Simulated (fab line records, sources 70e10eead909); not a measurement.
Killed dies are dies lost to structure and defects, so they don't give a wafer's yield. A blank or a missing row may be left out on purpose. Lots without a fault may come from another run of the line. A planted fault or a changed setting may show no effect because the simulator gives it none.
fab line records | flow nand_harc
record lots=13 wafers=39 last_day=33
route steps=1302 shown A_STAIRCASE@877 A_SGD_CUT@890 END@1302
lots that met no fault: from a run of the same line without faults
start_h: hours from the record's first day to the start of the lot's first wafer shown | wait_h: hours since the lot's step before | " the same as in the row above | L1.1+2: a row that stands for several wafers | - no value, or no start given | * or withheld: withheld | < > ~ a bound
route shown NAME@n: a module of which the file shows steps, and the number in the route of the first | usual: mean/standard deviation of fault-free wafers | same: alike in all rows | chamber/n: place in a boat | sites: the reading at each site | _std_site: their standard deviation | _edge_site: outer sites' mean less inner sites' | radius_mm: how far each site lies from the wafer's centre | mask NAME#n: copy n | behind: the tool/chamber that last shaped the wafer | hold: why the lot was held/for how many hours/how that ended | device: the transistor (n, p or np) that didn't switch | end of line: the same wafers' tests at the end of the route | a step without rows: its recipe alone | killed: dies lost to structure and defects at the first sort, not the wafer's yield | map: a wafer's dies, x killed, . not, _ none there
set.NAME: the setting as run; set.NAME@STEP: as run at that earlier step | model.NAME: the simulator's own value behind a step, which no gauge read
steps of the route over a sample of lots; a table a step, a row a wafer
services: from which hour (start_h, from the record's first day; less than 0 if before it) a tool's chamber was out of use, for how many hours, and why
## steps
# step NHARC_A_STAIRCASE_CMP_152
# usual motor_current_A=12.0/1.6
# columns lot.wafer tool chamber start_h wait_h motor_current_A
L951.4 cmp-01 3 436.75 0.1 16.0
L951.1 " 0 " " 12.4
L951.5 " 3 " " 15.7
L952.1 cmp-01 2 443.61 0.1 10.2
L952.4 " 3 " " 16.4
L952.5 " 2 " " 10.6
L954.1 cmp-04 1 475.42 0.1 11.2
L954.3 " 2 " " 14.3
L954.4 " 3 " " 10.3
L958.2 cmp-03 0 486.04 0.1 11.7
L958.3 " 1 " " 11.5
L958.6 " 2 " " 12.9
L959.2 cmp-04 2 525.02 0.1 14.2
L959.6 " 0 " " 11.3
L959.5 " 1 " " 11.0
L962.3 cmp-04 1 556.58 0.1 11.1
L962.1 " 2 " " 14.3
L962.6 " 3 " " 9.6
L965.2 cmp-03 0 567.31 0.1 11.7
L965.3 " 2 " " 13.3
L965.5 " 0 " " 12.2
L966.3 cmp-04 2 578.45 0.1 14.5
L966.4 " 3 " " 10.4
L966.2 " 1 " " 10.6
L968.3 cmp-04 2 591.36 0.1 14.3
L968.2 " 1 " " 11.5
L968.6 " 2 " " 14.2
L971.4 cmp-01 2 636.62 0.1 10.2
L971.6 " 2 " " 10.8
L971.5 " 3 " " 15.4
L972.3 cmp-04 2 636.95 0.1 13.6
L972.1 " 3 " " 10.6
L972.2 " 1 " " 10.7
L973.2 cmp-04 3 651.22 0.1 10.3
L973.1 " 0 " " 11.3
L973.6 " 2 " " 14.8
L974.3 cmp-03 3 664.09 0.1 11.1
L974.1 " 1 " " 11.1
L974.5 " 2 " " 13.0
# step NHARC_A_SGD_CUT_DEP_00
# recipe target_thk_a=500 temp_c=400 target_thk_nm=50 flow_sccm=200 rf_w=450 material=SiNx
# usual heater_power_outer_w=461/50 heater_power_w=758/63
# columns lot.wafer tool chamber start_h wait_h heater_power_outer_w heater_power_w
L951.1 pecvd-01 1 438.58 0.1 514 800
L951.5 " 2 " " 518 849
L951.4 " 1 " " 509 788
L952.1 pecvd-04 1 445.43 0.1 508 835
L952.4 " 0 " " 431 685
L952.5 " 2 " " 407 741
L954.1 pecvd-04 2 477.31 0.1 422 775
L954.3 " 1 " " 438 723
L954.4 " 2 " " 432 769
L958.2 pecvd-01 1 487.81 0.1 586 894
L958.3 " 2 " " 499 849
L958.6 " 1 " " 574 903
L959.2 pecvd-04 1 526.82 0.1 482 806
L959.6 " 0 " " 393 633
L959.5 " 1 " " 488 827
L962.3 pecvd-04 2 558.39 0.1 384 707
L962.1 " 1 " " 472 773
L962.6 " 0 " " 510 777
L965.3 pecvd-03 1 569.19 0.1 515 858
L965.2 " 2 " " 444 712
L965.5 " 2 " " 462 723
L966.2 pecvd-04 2 580.34 0.1 410 743
L966.3 " 0 " " 509 795
L966.4 " 0 " " 509 784
L968.2 pecvd-04 2 593.17 0.1 429 754
L968.3 " 0 " " 514 793
L968.6 " 0 " " 513 778
L971.4 pecvd-01 2 638.87 0.5 468 775
L971.6 " 0 " " 463 775
L971.5 " 1 " " 463 712
L972.3 pecvd-01 0 639.13 0.1 388 648
L972.1 " 1 " " 554 805
L972.2 " 2 " " 485 825
L973.2 pecvd-04 1 652.97 0.1 510 825
L973.1 " 0 " " 403 665
L973.6 " 2 " " 472 809
L974.3 pecvd-01 0 665.86 0.1 435 685
L974.1 " 1 " " 444 687
L974.5 " 0 " " 432 712
# step NHARC_A_SGD_CUT_EXPOSE_06
# recipe na=1.35 dose_mj=85.59 mask_id=SGD
# usual exposure_dose_mJ_cm2=85.58/0.085
# same na=1.35
# columns lot.wafer tool chamber start_h wait_h mask exposure_dose_mJ_cm2
L951.1 arfi_scanner-02 0 439.11 - SGD#0 85.64
L951.4 " 0 " " SGD#0 85.70
L951.5 " 0 " " SGD#0 85.73
L952.1 arfi_scanner-03 0 445.98 - SGD#0 85.56
L952.4 " 0 " " SGD#0 85.79
L952.5 " 0 " " SGD#0 85.54
L954.1 arfi_scanner-02 0 477.90 - SGD#0 85.51
L954.3 " 0 " " SGD#0 85.69
L954.4 " 0 " " SGD#0 85.50
L958.2 arfi_scanner-02 0 488.40 - SGD#0 89.12
L958.3 " 0 " " SGD#0 89.09
L958.6 " 0 " " SGD#0 89.10
L959.2 arfi_scanner-02 0 527.35 - SGD#0 88.34
L959.5 " 0 " " SGD#0 88.38
L959.6 " 0 " " SGD#0 88.53
L962.1 arfi_scanner-02 0 558.97 - SGD#0 87.59
L962.3 " 0 " " SGD#0 87.75
L962.6 " 0 " " SGD#0 87.73
L965.2 arfi_scanner-02 0 569.75 - SGD#0 87.34
L965.3 " 0 " " SGD#0 87.35
L965.5 " 0 " " SGD#0 87.24
L966.2 arfi_scanner-01 0 580.77 - SGD#0 85.48
L966.3 " 0 " " SGD#0 85.50
L966.4 " 0 " " SGD#0 85.55
L968.2 arfi_scanner-01 0 593.61 - SGD#0 85.69
L968.3 " 0 " " SGD#0 85.47
L968.6 " 0 " " SGD#0 85.50
L971.4 arfi_scanner-01 0 639.38 - SGD#0 85.62
L971.5 " 0 " " SGD#0 85.60
L971.6 " 0 " " SGD#0 85.50
L972.1 arfi_scanner-01 0 639.59 - SGD#0 85.57
L972.2 " 0 " " SGD#0 85.57
L972.3 " 0 " " SGD#0 85.55
L973.1 arfi_scanner-03 0 653.56 - SGD#0 85.68
L973.2 " 0 " " SGD#0 85.64
L973.6 " 0 " " SGD#0 85.61
L974.1 arfi_scanner-01 0 666.48 - SGD#0 85.58
L974.3 " 0 " " SGD#0 85.58
L974.5 " 0 " " SGD#0 85.56
# step NHARC_A_SGD_CUT_CD_MEAS_09
# recipe target_cd_nm=100 landing_energy_ev=500
# usual cd_nm=100.1/0.5
# columns lot.wafer tool chamber start_h wait_h cd_nm
L951.1 cd_sem-02 0 439.25 - 100.3
L951.4 " 0 " " 100.6
L951.5 " 0 " " 100.2
L952.1 cd_sem-03 0 446.12 - 99.1
L952.4 " 0 " " 100.0
L952.5 " 0 " " 100.3
L954.1 cd_sem-03 0 478.04 - 99.6
L954.3 " 0 " " 100.1
L954.4 " 0 " " 99.9
L958.2 cd_sem-01 0 488.54 - 102.6
L958.3 " 0 " " 102.4
L958.6 " 0 " " 102.5
L959.2 cd_sem-03 0 527.49 - 102.1
L959.5 " 0 " " 102.1
L959.6 " 0 " " 102.4
L962.1 cd_sem-03 0 559.12 - 101.8
L962.3 " 0 " " 101.7
L962.6 " 0 " " 100.9
L965.2 cd_sem-02 0 569.89 - 101.7
L965.3 " 0 " " 101.4
L965.5 " 0 " " 101.2
L966.2 cd_sem-02 0 580.91 - 100.4
L966.3 " 0 " " 100.9
L966.4 " 0 " " 100.5
L968.2 cd_sem-03 0 593.75 - 100.9
L968.3 " 0 " " 99.8
L968.6 " 0 " " 99.5
L971.4 cd_sem-01 0 639.52 - 100.6
L971.5 " 0 " " 100.4
L971.6 " 0 " " 99.4
L972.1 cd_sem-02 0 639.73 - 100.9
L972.2 " 0 " " 99.8
L972.3 " 0 " " 100.8
L973.1 cd_sem-03 0 653.69 - 100.8
L973.2 " 0 " " 99.5
L973.6 " 0 " " 100.2
L974.1 cd_sem-03 0 666.63 - 100.1
L974.3 " 0 " " 100.7
L974.5 " 0 " " 100.0
# step NHARC_A_SGD_CUT_INSPECT_11
# usual raw_defect_count=55/35
# columns lot.wafer tool chamber start_h wait_h raw_defect_count
L951.1 defect_inspect-02 - 439.37 0.0 113
L951.4 " - " " 104
L951.5 " - " " 97
L952.1 defect_inspect-02 - 446.24 0.0 67
L952.4 " - " " 64
L952.5 " - " " 67
L954.1 defect_inspect-01 - 478.16 0.0 118
L954.3 " - " " 94
L954.4 " - " " 125
L958.2 defect_inspect-01 - 488.66 0.0 117
L958.3 " - " " 122
L958.6 " - " " 101
L959.2 defect_inspect-01 - 527.61 0.0 28
L959.5 " - " " 33
L959.6 " - " " 36
L962.1 defect_inspect-02 - 559.25 0.0 22
L962.3 " - " " 15
L962.6 " - " " 20
L965.2 defect_inspect-01 - 570.03 0.0 17
L965.3 " - " " 22
L965.5 " - " " 18
L966.2 defect_inspect-02 - 581.03 0.0 48
L966.3 " - " " 40
L966.4 " - " " 49
L968.2 defect_inspect-01 - 593.87 0.0 16
L968.3 " - " " 12
L968.6 " - " " 18
L971.4 defect_inspect-02 - 639.63 0.0 56
L971.5 " - " " 81
L971.6 " - " " 68
L972.1 defect_inspect-01 - 639.85 0.0 3
L972.2 " - " " 4
L972.3 " - " " 4
L973.1 defect_inspect-02 - 653.82 0.0 50
L973.2 " - " " 63
L973.6 " - " " 47
L974.1 defect_inspect-01 - 666.76 0.0 6
L974.3 " - " " 8
L974.5 " - " " 9
# step NHARC_END_SORT_01
# recipe temp_c=25
# usual killed_at_array=55/19 killed_at_other=0.6/0.99 killed_at_periphery=4.2/2.6 killed_dies=60/18 killed_open=3.4/1.7 killed_short=2.3/1.5
# same gross_dies=677
# columns lot.wafer tool chamber start_h wait_h killed_at_array killed_at_other killed_at_periphery killed_dies killed_open killed_short
L962.1 prober-02 0 682.35 2.5 25 1 4 30 3 0
L962.3 prober-02 0 683.97 3.1 25 3 4 32 2 1
L962.6 prober-02 0 686.38 4.0 33 4 6 43 4 2
L965.2 prober-02 0 705.45 2.8 41 1 4 46 3 1
L965.3 prober-02 0 706.24 3.1 59 0 2 61 6 1
L965.5 prober-02 0 707.82 3.7 51 3 1 55 1 4
L971.4 prober-01 0 763.97 3.4 55 0 3 58 4 2
L971.5 prober-01 0 764.77 3.7 56 0 2 58 3 3
L971.6 prober-01 0 765.57 4.0 51 0 5 56 0 1
# killed by level:class
L962.1 A_CHANNEL_HOLE_D1:chamber_film_flake=8 A_STAIRCASE:chamber_film_flake=4 P_M0:chamber_film_flake=3 A_CONTACT:chamber_film_flake=3 A_CHANNEL_FILL_D2:geometric_particle:open=2 A_SLIT:chamber_film_flake=2 A_BONDPAD:chamber_film_flake=2 A_BLC:geometric_particle:open=1
L962.3 A_CHANNEL_HOLE_D1:chamber_film_flake=6 A_STAIRCASE:chamber_film_flake=6 A_CONTACT:chamber_film_flake=4 P_M0:chamber_film_flake=3 THIN_TSV:chamber_film_flake=3 A_M0:geometric_particle:open=2 A_BONDPAD:chamber_film_flake=2 A_WL_FILL:geometric_particle:short=1
L962.6 A_CHANNEL_HOLE_D1:chamber_film_flake=13 P_M0:chamber_film_flake=5 A_BONDPAD:chamber_film_flake=4 THIN_TSV:chamber_film_flake=4 A_SLIT:chamber_film_flake=3 A_CONTACT:chamber_film_flake=3 A_STAIRCASE:chamber_film_flake=2 A_WL_FILL:chamber_film_flake=2
L965.2 A_SLIT:chamber_film_flake=24 A_CHANNEL_HOLE_D1:chamber_film_flake=8 A_CHANNEL_FILL_D2:chamber_film_flake=2 A_STAIRCASE:chamber_film_flake=2 A_WL_FILL:chamber_film_flake=2 P_STI:geometric_particle:open=1 P_CONTACT:geometric_particle:open=1 A_CHANNEL_FILL_D2:geometric_particle:short=1
L965.3 A_SLIT:chamber_film_flake=26 A_CHANNEL_HOLE_D1:chamber_film_flake=11 A_CONTACT:chamber_film_flake=9 A_DECK1_JOINT:chamber_film_flake=4 A_DECK1_JOINT:geometric_particle:open=2 A_CHANNEL_FILL_D2:chamber_film_flake=2 P_GATE:geometric_particle:open=1 A_ONON_D1:geometric_particle:short=1
L965.5 A_SLIT:chamber_film_flake=33 A_CHANNEL_HOLE_D1:chamber_film_flake=8 A_CONTACT:chamber_film_flake=4 A_DECK1_JOINT:geometric_particle:short=3 THIN_TSV:chamber_film_flake=3 A_CHANNEL_HOLE_D1:geometric_particle:short=1 A_SGD_CUT:geometric_particle:open=1 P_GATE:chamber_film_flake=1
L971.4 A_CHANNEL_HOLE_D2:chamber_film_flake=23 A_CHANNEL_HOLE_D1:chamber_film_flake=12 A_SLIT:chamber_film_flake=4 A_WL_FILL:chamber_film_flake=3 P_M2:chamber_film_flake=2 A_DECK1_JOINT:chamber_film_flake=2 A_CHANNEL_FILL_D2:chamber_film_flake=2 A_CONTACT:chamber_film_flake=2
L971.5 A_CHANNEL_HOLE_D2:chamber_film_flake=21 A_CHANNEL_HOLE_D1:chamber_film_flake=13 A_SLIT:chamber_film_flake=6 A_CONTACT:chamber_film_flake=4 A_DECK1_JOINT:chamber_film_flake=3 A_CHANNEL_FILL_D2:geometric_particle:short=2 A_STAIRCASE:chamber_film_flake=2 A_ONON_D1:geometric_particle:open=1
L971.6 A_CHANNEL_HOLE_D2:chamber_film_flake=22 A_CHANNEL_HOLE_D1:chamber_film_flake=12 A_CONTACT:chamber_film_flake=6 A_SLIT:chamber_film_flake=4 P_M2:chamber_film_flake=2 A_DECK1_JOINT:chamber_film_flake=2 A_STAIRCASE:chamber_film_flake=2 A_WL_FILL:chamber_film_flake=2
## services
# columns tool chamber start_h hours kind
arfi_scanner-01 - 424.00 4.0 pm
pecvd-04 - 450.00 13.0 pm
arfi_scanner-02 - 484.00 4.0 pm
pecvd-01 - 492.16 13.0 pm
cmp-04 - 494.39 1.0 repair
cmp-04 - 503.14 4.0 pm
arfi_scanner-01 - 504.46 0.2 repair
arfi_scanner-01 - 507.87 3.3 repair
cmp-04 - 541.55 3.7 repair
pecvd-01 - 543.51 0.4 repair
pecvd-01 - 546.89 0.9 repair
arfi_scanner-01 - 558.55 0.2 repair
cmp-04 - 561.49 0.8 repair
arfi_scanner-01 - 562.45 1.7 repair
cmp-04 - 563.85 8.7 repair
arfi_scanner-01 - 573.22 0.2 repair
arfi_scanner-01 - 596.00 4.0 pm
cmp-04 - 601.14 4.0 pm
arfi_scanner-01 - 601.70 1.9 repair
arfi_scanner-02 - 616.50 2.1 repair
pecvd-04 - 631.00 13.0 pm
cmp-04 - 642.02 1.8 repair
cmp-04 - 647.95 1.9 repair
arfi_scanner-02 - 656.00 4.0 pm
## key
first_sign step=NHARC_A_SGD_CUT_EXPOSE_06 reading=exposure_dose_mJ_cm2 direction=up sigmas=30 usual=85.58 struck=88.13
effect step=NHARC_A_SGD_CUT_CD_MEAS_09 reading=cd_nm direction=up sigmas=3.6 usual=100.1 struck=101.9 through=control_loop
met_at NHARC_A_SGD_CUT_EXPOSE_06
struck_lots L958,L959,L962,L965
tester_left_out L958,L959,L962,L965
loop_trim step=NHARC_A_SGD_CUT_EXPOSE_06 setting=dose lots=L959,L962,L965
not_acting_at NHARC_A_STAIRCASE_CMP_152,NHARC_A_SGD_CUT_DEP_00,NHARC_A_SGD_CUT_INSPECT_11
onset_between 477.90 488.40
fault kind=process_parameter_drift tool=arfi_scanner-02 chamber=- onset_h=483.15 steps=NHARC_A_SGD_CUT_EXPOSE_06 channel=dose_mj offset=3.4897 shape=step acts_in=these_recipes_only stated=85.59
# tester_left_out: of these lots the tester's yield and bins aren't shown, on N5 and GAA mostly nor the transistor test; their killed dies are dies lost to structure and defects alone, not to doping, threshold or leakage, so they don't give the yield
# loop_trim: a control loop set the setting to another value than it would have without faults
